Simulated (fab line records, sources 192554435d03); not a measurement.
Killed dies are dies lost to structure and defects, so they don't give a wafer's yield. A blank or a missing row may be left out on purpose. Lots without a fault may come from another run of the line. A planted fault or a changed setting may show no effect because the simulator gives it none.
Chamber matching | flow n5_finfet | N5_BEOL_M2_DEP_57 on pecvd-01: 3 sister chambers
The step deposits SiCN from 3MS/NH3, target thk 8 nm, time 14 s. 14 wafers are shown with their chamber, then 7 later ones without.

WAFERS WITH THEIR CHAMBER
wafer  | chamber | showerhead_vpp_V (V) | throttle_valve_pct (%) | showerhead_plenum_p_Torr (Torr)
L075.2 | 2       | 870                  | 8.0                    | 3.683
L075.4 | 1       | 949                  | 9.0                    | 3.666
L075.5 | 0       | 846                  | 9.7                    | 3.681
L079.1 | 1       | 943                  | 9.4                    | 3.668
L079.4 | 2       | 849                  | 8.1                    | 3.676
L079.5 | 0       | 838                  | 9.4                    | 3.675
L084.1 | 2       | 852                  | 8.5                    | 3.681
L084.4 | 2       | 874                  | 8.2                    | 3.690
L084.5 | 0       | 851                  | 9.4                    | 3.673
L085.4 | 1       | 928                  | 9.2                    | 3.680
L085.5 | 2       | 859                  | 8.3                    | 3.681
L085.6 | 0       | 839                  | 9.4                    | 3.677
L086.2 | 2       | 857                  | 8.2                    | 3.678
L086.5 | 0       | 845                  | 9.6                    | 3.678

SIGNATURES (means of the wafers above)
reading                  | chamber 0 | chamber 1 | chamber 2 | scatter within a chamber
showerhead_vpp_V         | 843.80    | 940.00    | 860.17    | 8.74
throttle_valve_pct       | 9.500     | 9.200     | 8.217     | 0.167
showerhead_plenum_p_Torr | 3.67680   | 3.67133   | 3.68150   | 0.00494
Rule: a wafer's distance from a chamber is the root of the sum, over the readings, of the square of ((its reading less the chamber's mean) divided by the reading's scatter). The wafer belongs to the nearest chamber; if the next one is less than 2 further off, it can't be placed. The scatter: the root of (the sum of the squares of (reading less its chamber's mean) over the shown wafers, divided by (wafers less chambers)).

WAFERS WITHOUT THEIR CHAMBER
wafer  | showerhead_vpp_V (V) | throttle_valve_pct (%) | showerhead_plenum_p_Torr (Torr)
L086.6 | 919                  | 9.2                    | 3.671
L087.4 | 921                  | 9.3                    | 3.670
L087.5 | 860                  | 8.4                    | 3.678
L087.6 | 856                  | 9.2                    | 3.689
L097.3 | 847                  | 9.5                    | 3.674
L097.4 | 944                  | 9.1                    | 3.675
L097.5 | 855                  | 9.4                    | 3.678

WHICH CHAMBER EACH WENT THROUGH
wafer  | from the rows above | in truth
L086.6 | 1                   | 1
L087.4 | 1                   | 1
L087.5 | 2                   | 2
L087.6 | 0                   | 0
L097.3 | 0                   | 0
L097.4 | 1                   | 1
L097.5 | 0                   | 0
Placed correctly: 7 of 7. Can't be placed from these rows: 0. Placed wrongly: 0.
